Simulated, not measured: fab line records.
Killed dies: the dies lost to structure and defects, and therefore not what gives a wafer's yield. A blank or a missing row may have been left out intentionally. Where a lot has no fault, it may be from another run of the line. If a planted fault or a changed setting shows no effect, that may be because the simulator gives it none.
fab line records + flow nand-harc
[record]
- lots = 12
- wafers = 36
- last-day = 33
route steps=1302 shown A_SGD_CUT@907 THIN_TSV@1276 END@1302
lots that met no fault: taken from a fault-free run of the same line
start-h: hours from the record's opening day to when the first of the lot's shown wafers began + wait-h: hours elapsed since this lot's preceding step + " identical to the entry in the row above + L1.1+2: a single row standing in for several wafers + - no value, or no start was given + * or withheld: withheld + < > ~ a bound
route shown NAME@n: names a module that has steps shown in the file, with the first one's number in the route + usual: mean/standard deviation of fault-free wafers + same: alike in all rows + chamber/n: place in a boat + sites: each site's reading + _std_site: how widely they spread, as a standard deviation + _edge_site: the outer-site mean with the inner-site mean subtracted + radius-mm: for every site, how far away it sits from the centre of the wafer + mask NAME#n: copy n + behind: tool/chamber where the wafer was last shaped + hold: what put the lot on hold/how long, in hours/how the hold closed + device: names the non-switching transistor (n, p or np) + end of line: the route-end tests of the same wafers + a step without rows: its recipe alone + killed: dies lost to structure and defects at the first sort, not the wafer's yield + map: shows each die of a wafer: x if killed, . if not, _ if none is there
set.NAME: the setting as run; set.NAME@STEP: as run at that earlier step + model.NAME: the simulator's own value behind a step, which no gauge read
route steps across a sampled set of lots; one table per step, one row per wafer
services: from which hour (start-h, from the record's first day; less than 0 if before it) a tool's chamber was out of use, for how many hours, and why
[[steps]]
[step NHARC_A_SGD_CUT_ETCH_15]
[recipe]
- target-depth-a = 750
- time-s = 64.3
- ch3f-flow-sccm = 50
- o2-flow-sccm = 30
- ar-flow-sccm = 200
- rf-w = 500
- bias-w = 100
- chemistry = CH3F/O2
[usual]
- drypump-motor-current-A = 5.8/0.53
- oes-product-au = 0.959/0.017
- rf-fwd-power-W = 495.6/1.9
- rf-vpp-V = 264.0/1.9
- showerhead-plenum-p-Torr = 2.47/0.12
- throttle-valve-pct = 20.663/0.009
| lot.wafer | tool        | chamber | start-h | wait-h | drypump-motor-current-A | oes-product-au | rf-fwd-power-W | rf-hours-counter-h | rf-vpp-V | showerhead-plenum-p-Torr | throttle-valve-pct |
|-----------|-------------|---------|---------|--------|-------------------------|----------------|----------------|--------------------|----------|--------------------------|--------------------|
| L900.2    | rie-diel-13 | 3       | 440.59  | -      | 5.9                     | 0.973          | 500.7          | 5.0                | 265.9    | 2.55                     | 20.672             |
| L900.3    | "           | 0       | "       | "      | 5.1                     | 0.963          | 495.4          | 5.3                | 267.2    | 2.64                     | 20.668             |
| L900.6    | "           | 3       | "       | "      | 5.9                     | 0.978          | 496.4          | -                  | 265.0    | 2.55                     | 20.663             |
| L904.1    | rie-diel-13 | 3       | 477.73  | -      | 5.9                     | 0.959          | 493.9          | 6.8                | 265.8    | 2.55                     | 20.649             |
| L904.3    | "           | 0       | "       | "      | 5.1                     | 0.979          | 493.7          | 7.9                | 266.2    | 2.63                     | 20.674             |
| L904.6    | "           | 2       | "       | "      | 5.3                     | 0.959          | 496.6          | -                  | 266.0    | 2.59                     | 20.647             |
| L906.2    | rie-diel-13 | 3       | 511.99  | -      | 5.9                     | 0.950          | 496.2          | 8.1                | 263.7    | 2.55                     | 20.655             |
| L906.1    | "           | 0       | "       | "      | 5.1                     | 0.965          | 496.5          | 9.2                | 267.9    | 2.63                     | 20.666             |
| L906.4    | "           | 2       | "       | "      | 5.4                     | 0.956          | 496.5          | 8.7                | 265.6    | 2.59                     | 20.665             |
| L908.3    | rie-diel-02 | 1       | 527.38  | -      | 6.4                     | 0.932          | 493.7          | 8.9                | 263.7    | 2.45                     | 20.670             |
| L908.1    | "           | 2       | "       | "      | 5.3                     | 0.938          | 494.7          | 9.5                | 261.6    | 2.33                     | 20.657             |
| L908.5    | "           | 3       | "       | "      | 5.8                     | 0.932          | 496.7          | -                  | 265.8    | 2.53                     | 20.665             |
| L916.1    | rie-diel-13 | 0       | 591.13  | -      | 5.1                     | 0.960          | 494.7          | 2.7                | 265.3    | 2.63                     | 20.668             |
| L916.2    | "           | 1       | "       | "      | 6.1                     | 0.946          | 495.5          | 2.4                | 263.8    | 2.38                     | 20.658             |
| L916.5    | "           | 3       | "       | "      | 5.9                     | 0.973          | 496.6          | -                  | 265.9    | 2.55                     | 20.649             |
| L915.1    | rie-diel-13 | 0       | 592.33  | -      | 5.1                     | 0.968          | 495.1          | 3.0                | 266.5    | 2.63                     | 20.665             |
| L915.5    | "           | 1       | "       | "      | 6.0                     | 0.967          | 495.6          | -                  | 262.0    | 2.38                     | 20.660             |
| L915.6    | "           | 2       | "       | "      | 5.4                     | 0.953          | 499.6          | -                  | 267.1    | 2.59                     | 20.672             |
| L917.2    | rie-diel-02 | 0       | 598.34  | -      | 4.8                     | 0.971          | 491.5          | 2.9                | 260.8    | 2.29                     | 20.652             |
| L917.4    | "           | 1       | "       | "      | 6.4                     | 0.962          | 495.0          | 3.1                | 263.7    | 2.45                     | 20.677             |
| L917.5    | "           | 2       | "       | "      | 5.3                     | 0.955          | 494.1          | -                  | 261.7    | 2.32                     | 20.640             |
| L918.1    | rie-diel-02 | 1       | 617.43  | -      | 6.4                     | 0.953          | 494.8          | 4.2                | 266.0    | 2.44                     | 20.666             |
| L918.3    | "           | 2       | "       | "      | 5.3                     | 0.965          | 492.6          | 4.8                | 263.2    | 2.32                     | 20.653             |
| L918.5    | "           | 3       | "       | "      | 5.9                     | 0.962          | 493.8          | -                  | 264.9    | 2.53                     | 20.666             |
| L920.1    | rie-diel-05 | 1       | 629.61  | -      | 6.8                     | 0.952          | 495.8          | 3.2                | 263.9    | 2.47                     | 20.664             |
| L920.2    | "           | 3       | "       | "      | 5.7                     | 0.974          | 496.0          | 3.8                | 262.6    | 2.34                     | 20.672             |
| L920.3    | "           | 0       | "       | "      | 6.0                     | 0.965          | 498.5          | 3.7                | 266.0    | 2.63                     | 20.663             |
| L921.3    | rie-diel-13 | 3       | 647.41  | -      | 5.9                     | 0.963          | 496.1          | 6.0                | 263.5    | 2.55                     | 20.664             |
| L921.4    | "           | 0       | "       | "      | 5.1                     | 0.967          | 496.2          | 6.0                | 267.7    | 2.63                     | 20.661             |
| L921.1    | "           | 1       | "       | "      | 6.0                     | 0.952          | 496.3          | 5.7                | 263.9    | 2.38                     | 20.661             |
| L922.4    | rie-diel-05 | 2       | 664.86  | -      | 6.1                     | 0.960          | 495.3          | 5.8                | 262.5    | 2.32                     | 20.682             |
| L922.2    | "           | 3       | "       | "      | 5.7                     | 0.980          | 495.9          | 6.3                | 263.9    | 2.34                     | 20.664             |
| L922.6    | "           | 0       | "       | "      | 6.0                     | 0.967          | 499.9          | -                  | 266.6    | 2.63                     | 20.657             |
| L923.3    | rie-diel-13 | 0       | 665.18  | -      | 5.1                     | 0.979          | 494.0          | 7.0                | 266.2    | 2.63                     | 20.662             |
| L923.4    | "           | 1       | "       | "      | 6.0                     | 0.955          | 494.2          | 6.2                | 263.4    | 2.38                     | 20.646             |
| L923.1    | "           | 3       | "       | "      | 5.9                     | 0.954          | 498.1          | 6.9                | 265.0    | 2.55                     | 20.680             |
[step NHARC_THIN_TSV_CMP_21]
[recipe]
- t-overpolish-s = 30
- target-thk-nm = 2000
[usual]
- edge-zone-pressure-frac = 1.000/0.0052
- motor-current-A = 12.5/1.5
- overpolish-run-s = 29.999/0.0099
- pad-life-wafers = 189/120
| lot.wafer | tool   | chamber | start-h | wait-h | edge-zone-pressure-frac | motor-current-A | overpolish-run-s | pad-life-wafers |
|-----------|--------|---------|---------|--------|-------------------------|-----------------|------------------|-----------------|
| L900.2    | cmp-01 | 3       | 562.44  | -      | 1.005                   | 13.0            | 30.022           | 241             |
| L900.3    | "      | 1       | "       | "      | 1.002                   | 10.0            | 30.012           | 243             |
| L900.6    | "      | 2       | "       | "      | 0.989                   | 15.4            | 29.995           | -               |
| L904.1    | cmp-01 | 1       | 601.75  | -      | 1.001                   | 10.5            | 30.014           | 396             |
| L904.3    | "      | 2       | "       | "      | 1.000                   | 15.1            | 30.007           | 397             |
| L904.6    | "      | 1       | "       | "      | 0.994                   | 9.6             | 30.006           | -               |
| L906.1    | cmp-04 | 3       | 625.53  | -      | 1.001                   | 12.3            | 29.990           | 72              |
| L906.4    | "      | 0       | "       | "      | 1.007                   | 12.5            | 30.003           | 73              |
| L906.2    | "      | 1       | "       | "      | 1.003                   | 13.4            | 30.007           | 74              |
| L908.1    | cmp-03 | 1       | 636.99  | -      | 0.996                   | 14.0            | 30.013           | 337             |
| L908.3    | "      | 3       | "       | "      | 1.001                   | 11.2            | 29.994           | 339             |
| L908.5    | "      | 1       | "       | "      | 0.996                   | 13.6            | 29.999           | -               |
| L915.1    | cmp-03 | 0       | 700.61  | -      | 0.997                   | 12.8            | 30.004           | 175             |
| L915.6    | "      | 3       | "       | "      | 1.007                   | 11.9            | 29.994           | -               |
| L915.5    | "      | 0       | "       | "      | 0.997                   | 12.6            | 29.999           | -               |
| L916.1    | cmp-01 | 1       | 706.85  | -      | 0.994                   | 9.7             | 30.003           | 8               |
| L916.2    | "      | 2       | "       | "      | 1.009                   | 15.6            | 30.004           | 9               |
| L916.5    | "      | 0       | "       | "      | 0.994                   | 12.8            | 29.991           | -               |
| L917.2    | cmp-01 | 1       | 711.02  | -      | 1.000                   | 10.2            | 30.003           | 18              |
| L917.4    | "      | 2       | "       | "      | 0.997                   | 14.7            | 30.010           | 19              |
| L917.5    | "      | 1       | "       | "      | 0.994                   | 9.4             | 30.022           | -               |
| L918.3    | cmp-03 | 1       | 726.44  | -      | 0.997                   | 13.3            | 30.001           | 331             |
| L918.1    | "      | 2       | "       | "      | 1.004                   | 10.9            | 29.998           | 332             |
| L918.5    | "      | 0       | "       | "      | 1.005                   | 13.7            | 29.995           | -               |
| L920.2    | cmp-01 | 2       | 741.96  | -      | 1.003                   | 14.8            | 29.991           | 168             |
| L920.1    | "      | 3       | "       | "      | 0.994                   | 12.5            | 29.992           | 169             |
| L920.3    | "      | 0       | "       | "      | 0.999                   | 12.3            | 30.000           | 170             |
| L921.4    | cmp-01 | 1       | 768.53  | -      | 0.996                   | 10.0            | 29.999           | 270             |
| L921.3    | "      | 3       | "       | "      | 0.994                   | 12.2            | 30.016           | 272             |
| L921.1    | "      | 0       | "       | "      | 1.015                   | 12.5            | 29.993           | 273             |
| L922.4    | cmp-01 | 1       | 776.02  | -      | 1.006                   | 9.9             | 30.009           | 314             |
| L922.2    | "      | 2       | "       | "      | 1.003                   | 15.8            | 30.009           | 315             |
| L922.6    | "      | 3       | "       | "      | 1.006                   | 13.0            | 30.008           | -               |
| L923.1    | cmp-04 | 1       | 777.08  | -      | 1.001                   | 12.1            | 30.004           | 234             |
| L923.3    | "      | 2       | "       | "      | 0.998                   | 12.5            | 29.995           | 235             |
| L923.4    | "      | 0       | "       | "      | 0.997                   | 13.6            | 30.003           | 237             |
[step NHARC_THIN_TSV_DEGAS_53]
[recipe]
- temp-c = 300
- time-s = 60
[usual]
- heater-power-w = 435/38
| lot.wafer | tool           | chamber | start-h | wait-h | heater-power-w |
|-----------|----------------|---------|---------|--------|----------------|
| L900.3    | pvd-sputter-03 | -       | 562.88  | 0.1    | 396            |
| L900.2    | "              | -       | "       | "      | 486            |
| L900.6    | "              | -       | "       | "      | 389            |
| L904.1    | pvd-sputter-01 | -       | 602.20  | 0.1    | 486            |
| L904.3    | "              | -       | "       | "      | 468            |
| L904.6    | "              | -       | "       | "      | 423            |
| L906.2    | pvd-sputter-02 | -       | 625.99  | 0.1    | 435            |
| L906.4    | "              | -       | "       | "      | 420            |
| L906.1    | "              | -       | "       | "      | 409            |
| L908.1    | pvd-sputter-02 | -       | 637.42  | 0.1    | 420            |
| L908.3    | "              | -       | "       | "      | 437            |
| L908.5    | "              | -       | "       | "      | 424            |
| L915.1    | pvd-sputter-02 | -       | 701.06  | 0.1    | 401            |
| L915.5    | "              | -       | "       | "      | 379            |
| L915.6    | "              | -       | "       | "      | 410            |
| L916.1    | pvd-sputter-02 | -       | 707.27  | 0.1    | 423            |
| L916.2    | "              | -       | "       | "      | 408            |
| L916.5    | "              | -       | "       | "      | 390            |
| L917.4    | pvd-sputter-02 | -       | 711.47  | 0.1    | 411            |
| L917.2    | "              | -       | "       | "      | 392            |
| L917.5    | "              | -       | "       | "      | 415            |
| L918.3    | pvd-sputter-02 | -       | 726.86  | 0.1    | 435            |
| L918.1    | "              | -       | "       | "      | 394            |
| L918.5    | "              | -       | "       | "      | 407            |
| L920.2    | pvd-sputter-02 | -       | 742.41  | 0.1    | 398            |
| L920.3    | "              | -       | "       | "      | 412            |
| L920.1    | "              | -       | "       | "      | 398            |
| L921.4    | pvd-sputter-03 | -       | 768.99  | 0.1    | 400            |
| L921.3    | "              | -       | "       | "      | 424            |
| L921.1    | "              | -       | "       | "      | 463            |
| L922.4    | pvd-sputter-03 | -       | 776.41  | 0.1    | 377            |
| L922.2    | "              | -       | "       | "      | 420            |
| L922.6    | "              | -       | "       | "      | 380            |
| L923.1    | pvd-sputter-02 | -       | 777.54  | 0.1    | 458            |
| L923.3    | "              | -       | "       | "      | 392            |
| L923.4    | "              | -       | "       | "      | 416            |
[step NHARC_THIN_TSV_ETCH_36]
[recipe]
- target-depth-a = 650
- over-etch-frac = 0.3
- time-s = 18.571
- ion-energy-ev = 150
- chemistry = Cl2/BCl3
[usual]
- drypump-motor-current-A = 5.2/0.36
- oes-product-au = 1.001/0.0076
| lot.wafer | tool         | chamber | start-h | wait-h | drypump-motor-current-A | oes-product-au | rf-hours-counter-h |
|-----------|--------------|---------|---------|--------|-------------------------|----------------|--------------------|
| L900.2    | rie-metal-01 | 0       | 564.44  | 0.2    | 5.2                     | 1.004          | 2.3                |
| L900.3    | "            | 1       | "       | "      | 5.6                     | 1.002          | -                  |
| L900.6    | "            | 1       | "       | "      | 5.7                     | 1.005          | -                  |
| L904.1    | rie-metal-01 | 0       | 603.90  | 0.2    | 5.2                     | 0.995          | 0.4                |
| L904.3    | "            | 1       | "       | "      | 5.7                     | 0.997          | -                  |
| L904.6    | "            | 0       | "       | "      | 5.2                     | 0.998          | -                  |
| L906.1    | rie-metal-03 | 0       | 627.67  | 0.2    | 5.6                     | 0.984          | 1.4                |
| L906.2    | "            | 1       | "       | "      | 5.2                     | 0.994          | 1.4                |
| L906.4    | "            | 1       | "       | "      | 5.2                     | 0.995          | -                  |
| L908.1    | rie-metal-03 | 1       | 639.13  | 0.2    | 5.2                     | 0.991          | 1.7                |
| L908.3    | "            | 1       | "       | "      | 5.2                     | 0.983          | -                  |
| L908.5    | "            | 0       | "       | "      | 5.6                     | 0.995          | -                  |
| L915.1    | rie-metal-02 | 0       | 702.73  | 0.2    | 4.6                     | 0.992          | 1.4                |
| L915.6    | "            | 1       | "       | "      | 5.1                     | 1.002          | -                  |
| L915.5    | "            | 0       | "       | "      | 4.6                     | 1.001          | -                  |
| L916.2    | rie-metal-01 | 0       | 708.81  | 0.2    | 5.2                     | 0.994          | 2.2                |
| L916.1    | "            | 1       | "       | "      | 5.7                     | 1.002          | 2.2                |
| L916.5    | "            | 0       | "       | "      | 5.2                     | 0.991          | -                  |
| L917.2    | rie-metal-03 | 1       | 713.04  | 0.2    | 5.1                     | 1.004          | 0.4                |
| L917.4    | "            | 1       | "       | "      | 5.2                     | 1.009          | -                  |
| L917.5    | "            | 0       | "       | "      | 5.6                     | 0.985          | -                  |
| L918.1    | rie-metal-01 | 1       | 728.55  | 0.2    | 5.6                     | 1.005          | 2.5                |
| L918.3    | "            | 1       | "       | "      | 5.7                     | 1.006          | -                  |
| L918.5    | "            | 0       | "       | "      | 5.2                     | 0.988          | -                  |
| L920.1    | rie-metal-02 | 1       | 744.10  | 0.2    | 5.1                     | 1.003          | 2.0                |
| L920.2    | "            | 0       | "       | "      | 4.6                     | 1.002          | 2.0                |
| L920.3    | "            | 0       | "       | "      | 4.6                     | 1.005          | -                  |
| L921.1    | rie-metal-02 | 0       | 770.93  | 0.4    | 4.6                     | 0.993          | 2.5                |
| L921.3    | "            | 0       | "       | "      | 4.6                     | 1.007          | -                  |
| L921.4    | "            | 0       | "       | "      | 4.6                     | 1.008          | -                  |
| L922.2    | rie-metal-02 | 1       | 778.11  | 0.2    | 5.1                     | 0.995          | 2.3                |
| L922.4    | "            | 1       | "       | "      | 5.1                     | 1.004          | -                  |
| L922.6    | "            | 1       | "       | "      | 5.1                     | 1.002          | -                  |
| L923.1    | rie-metal-01 | 1       | 779.22  | 0.2    | 5.7                     | 0.997          | 0.5                |
| L923.3    | "            | 0       | "       | "      | 5.2                     | 0.994          | -                  |
| L923.4    | "            | 1       | "       | "      | 5.7                     | 0.983          | -                  |
[step NHARC_END_SORT_01]
[recipe]
- temp-c = 25
[usual]
- killed-at-array = 55/17
- killed-at-other = 1.1/1.4
- killed-at-periphery = 3.9/3
- killed-dies = 59/17
- killed-open = 3.5/2
- killed-short = 2.6/1.6
[same]
- gross-dies = 677
| lot.wafer | tool      | chamber | start-h | wait-h | killed-at-array | killed-at-other | killed-at-periphery | killed-dies | killed-open | killed-short |
|-----------|-----------|---------|---------|--------|-----------------|-----------------|---------------------|-------------|-------------|--------------|
| L904.1    | prober-01 | 0       | 611.13  | 2.5    | 32              | 5               | 14                  | 51          | 1           | 4            |
| L904.3    | prober-01 | 0       | 612.74  | 3.1    | 60              | 5               | 14                  | 79          | 4           | 6            |
| L904.6    | prober-01 | 0       | 615.16  | 4.0    | 47              | 1               | 15                  | 63          | 5           | 2            |
| L908.1    | prober-01 | 0       | 647.71  | 2.5    | 26              | 2               | 2                   | 30          | 5           | 3            |
| L908.3    | prober-01 | 0       | 649.32  | 3.1    | 40              | 3               | 3                   | 46          | 6           | 4            |
| L908.5    | prober-01 | 0       | 650.92  | 3.7    | 43              | 1               | 4                   | 48          | 2           | 3            |
| L915.1    | prober-02 | 0       | 709.97  | 2.4    | 122             | 0               | 0                   | 122         | 2           | 1            |
| L915.5    | prober-02 | 0       | 713.20  | 3.7    | 125             | 0               | 0                   | 125         | 2           | 3            |
| L915.6    | prober-02 | 0       | 714.01  | 4.0    | 115             | 0               | 2                   | 117         | 2           | 2            |
| L916.1    | prober-02 | 0       | 719.23  | 2.5    | 115             | 0               | 2                   | 117         | 5           | 4            |
| L916.2    | prober-02 | 0       | 720.03  | 2.8    | 123             | 1               | 4                   | 128         | 9           | 3            |
| L916.5    | prober-02 | 0       | 722.41  | 3.7    | 100             | 0               | 4                   | 104         | 5           | 5            |
| L917.2    | prober-01 | 0       | 721.13  | 2.8    | 29              | 4               | 5                   | 38          | 3           | 7            |
| L917.4    | prober-01 | 0       | 722.73  | 3.4    | 28              | 3               | 3                   | 34          | 2           | 2            |
| L917.5    | prober-01 | 0       | 723.53  | 3.7    | 23              | 2               | 3                   | 28          | 8           | 2            |
// killed by level:class
L904.1 A_CHANNEL_HOLE_D2:chamber-film-flake=15 P_GATE:chamber-film-flake=10 A_CHANNEL_HOLE_D1:chamber-film-flake=6 A_CONTACT:chamber-film-flake=4 THIN_TSV:chamber-film-flake=3 A_STAIRCASE:chamber-film-flake=2 A_SLIT:chamber-film-flake=2 HYBRID_BOND:chamber-film-flake=2
L904.3 A_CHANNEL_HOLE_D2:chamber-film-flake=24 A_CHANNEL_HOLE_D1:chamber-film-flake=10 P_GATE:chamber-film-flake=9 A_CONTACT:chamber-film-flake=9 A_CHANNEL_FILL_D1:chamber-film-flake=6 THIN_TSV:chamber-film-flake=5 A_WL_FILL:geometric-particle:short=3 P_M0:geometric-particle:open=2
L904.6 A_CHANNEL_HOLE_D2:chamber-film-flake=23 A_CHANNEL_HOLE_D1:chamber-film-flake=11 P_GATE:chamber-film-flake=10 A_SLIT:chamber-film-flake=5 A_ONON_D2:geometric-particle:short=2 A_DECK1_JOINT:chamber-film-flake=2 P_GATE:geometric-particle:open=1 P_CONTACT:geometric-particle:open=1
L908.1 A_CHANNEL_HOLE_D2:chamber-film-flake=8 A_STAIRCASE:chamber-film-flake=3 A_CHANNEL_FILL_D1:geometric-particle:open=2 A_CHANNEL_FILL_D2:geometric-particle:short=2 P_GATE:chamber-film-flake=2 A_ZERO_WELL:chamber-film-flake=2 A_CONTACT:chamber-film-flake=2 A_M1:chamber-film-flake=2
L908.3 A_CHANNEL_HOLE_D2:chamber-film-flake=14 A_CHANNEL_HOLE_D1:chamber-film-flake=6 A_STAIRCASE:chamber-film-flake=4 A_M1:chamber-film-flake=4 THIN_TSV:chamber-film-flake=3 A_DECK1_JOINT:geometric-particle:short=2 P_STI:geometric-particle:open=1 P_M2:geometric-particle:open=1
L908.5 A_CHANNEL_HOLE_D2:chamber-film-flake=18 A_M1:chamber-film-flake=8 A_CONTACT:chamber-film-flake=4 A_CHANNEL_HOLE_D1:chamber-film-flake=3 P_GATE:chamber-film-flake=2 A_ZERO_WELL:chamber-film-flake=2 A_STAIRCASE:chamber-film-flake=2 P_CONTACT:geometric-particle:open=1
L915.1 A_SGD_CUT:unspecified=78 A_CHANNEL_HOLE_D1:chamber-film-flake=24 A_CHANNEL_HOLE_D2:chamber-film-flake=10 A_SLIT:chamber-film-flake=2 A_CONTACT:chamber-film-flake=2 A_CHANNEL_FILL_D1:geometric-particle:open=1 A_DECK1_JOINT:geometric-particle:short=1 A_CHANNEL_FILL_D2:geometric-particle:open=1
L915.5 A_SGD_CUT:unspecified=65 A_CHANNEL_HOLE_D2:chamber-film-flake=26 A_CHANNEL_HOLE_D1:chamber-film-flake=23 A_SLIT:chamber-film-flake=2 A_ONON_D1:geometric-particle:short=1 A_CHANNEL_HOLE_D1:geometric-particle:short=1 A_DECK1_JOINT:geometric-particle:open=1 A_CHANNEL_FILL_D2:geometric-particle:short=1
L915.6 A_SGD_CUT:unspecified=61 A_CHANNEL_HOLE_D2:chamber-film-flake=26 A_CHANNEL_HOLE_D1:chamber-film-flake=14 A_CONTACT:chamber-film-flake=5 A_DECK1_JOINT:chamber-film-flake=3 P_CONTACT:geometric-particle:short=1 A_CHANNEL_FILL_D1:geometric-particle:open=1 A_CONTACT:geometric-particle:open=1
L916.1 A_SGD_CUT:unspecified=76 A_CHANNEL_HOLE_D1:chamber-film-flake=15 A_SLIT:chamber-film-flake=11 P_CONTACT:geometric-particle:short=2 A_STAIRCASE:chamber-film-flake=2 A_ONON_D1:geometric-particle:open=1 A_CHANNEL_HOLE_D2:geometric-particle:short=1 A_SGD_CUT:geometric-particle:open=1
L916.2 A_SGD_CUT:unspecified=55 A_SLIT:chamber-film-flake=28 A_CHANNEL_HOLE_D1:chamber-film-flake=27 A_CONTACT:chamber-film-flake=4 P_M0:geometric-particle:open=2 A_CHANNEL_FILL_D1:geometric-particle:short=2 P_M2:geometric-particle:open=1 A_SOURCE_PLATE:geometric-particle:open=1
L917.2 A_CHANNEL_HOLE_D1:chamber-film-flake=9 A_SLIT:chamber-film-flake=5 A_CONTACT:chamber-film-flake=4 A_DECK1_JOINT:chamber-film-flake=3 THIN_TSV:chamber-film-flake=3 A_ONON_D1:geometric-particle:short=2 P_ZERO_WELL:chamber-film-flake=2 P_CONTACT:geometric-particle:open=1
L916.5 A_SGD_CUT:unspecified=51 A_SLIT:chamber-film-flake=19 A_CHANNEL_HOLE_D1:chamber-film-flake=15 A_CONTACT:chamber-film-flake=3 P_CONTACT:geometric-particle:short=2 A_STAIRCASE:chamber-film-flake=2 P_CONTACT:geometric-particle:open=1 A_ONON_D1:geometric-particle:open=1
L917.4 A_CHANNEL_HOLE_D1:chamber-film-flake=15 A_CONTACT:chamber-film-flake=5 A_SLIT:chamber-film-flake=4 THIN_TSV:chamber-film-flake=3 P_GATE:geometric-particle:short=1 P_M0:geometric-particle:open=1 A_ONON_D1:geometric-particle:open=1 A_M0:geometric-particle:short=1
L917.5 A_CHANNEL_HOLE_D1:chamber-film-flake=8 A_CONTACT:chamber-film-flake=5 A_CHANNEL_FILL_D2:geometric-particle:open=3 P_M0:geometric-particle:open=2 A_CHANNEL_FILL_D1:geometric-particle:open=2 A_SLIT:chamber-film-flake=2 THIN_TSV:chamber-film-flake=2 P_M0:geometric-particle:short=1
[[services]]
| tool           | chamber | start-h | hours | kind   |
|----------------|---------|---------|-------|--------|
| rie-metal-02   | -       | 454.00  | 9.0   | pm     |
| rie-diel-13    | 3       | 456.70  | 6.9   | repair |
| pvd-sputter-02 | -       | 460.02  | 10.0  | pm     |
| pvd-sputter-02 | -       | 490.90  | 2.3   | repair |
| cmp-01         | -       | 505.64  | 4.0   | pm     |
| rie-diel-13    | -       | 519.08  | 9.0   | pm     |
| pvd-sputter-02 | -       | 522.84  | 4.2   | repair |
| rie-diel-13    | 1       | 530.45  | 3.8   | repair |
| rie-metal-02   | -       | 540.19  | 0.1   | repair |
| rie-metal-01   | -       | 575.00  | 9.0   | pm     |
| cmp-01         | -       | 603.64  | 4.0   | pm     |
| rie-metal-02   | -       | 608.44  | 0.5   | repair |
| rie-diel-13    | 2       | 609.33  | 8.8   | repair |
| rie-metal-01   | 1       | 618.89  | 2.2   | repair |
| pvd-sputter-02 | -       | 638.05  | 10.0  | pm     |
| rie-diel-13    | 1       | 650.68  | 2.6   | repair |
| cmp-01         | -       | 690.23  | 0.7   | repair |
| rie-diel-13    | -       | 696.08  | 9.0   | pm     |
| cmp-01         | -       | 701.64  | 4.0   | pm     |
| rie-metal-01   | -       | 703.91  | 0.8   | repair |
| pvd-sputter-02 | -       | 743.53  | 2.3   | repair |
| rie-metal-01   | -       | 752.00  | 9.0   | pm     |
| rie-diel-13    | 2       | 766.70  | 9.6   | repair |
| rie-metal-01   | -       | 772.90  | 2.4   | repair |
[[key]]
[first-sign]
- step = NHARC_END_SORT_01
- reading = killed-at-array
- direction = up
- sigmas = 3.7
- usual = 55
- struck = 117
[effect]
- step = NHARC_END_SORT_01
- reading = killed-dies
- direction = up
- sigmas = 3.5
- usual = 59
- struck = 119
[more-kills-born-at]
- NHARC_A_SGD_CUT_ETCH_15@rie-diel-13 = 386
met-at NHARC_A_SGD_CUT_ETCH_15
struck-lots L915,L916
tester-left-out L915,L916
not-acting-at NHARC_THIN_TSV_CMP_21,NHARC_THIN_TSV_DEGAS_53,NHARC_THIN_TSV_ETCH_36
onset-between 511.99 591.13
[fault]
- kind = chamber-particle-source
- tool = rie-diel-13
- chamber = -
- onset-h = 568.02
- steps = NHARC_A_SGD_CUT_ETCH_15
- rate-per-visit-cm2 = 0.59323
- end-h = 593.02
// tester-left-out: of these lots the tester's yield and bins aren't shown, on N5 and GAA mostly nor the transistor test; their killed dies are dies lost to structure and defects alone, not to doping, threshold or leakage, so they don't give the yield
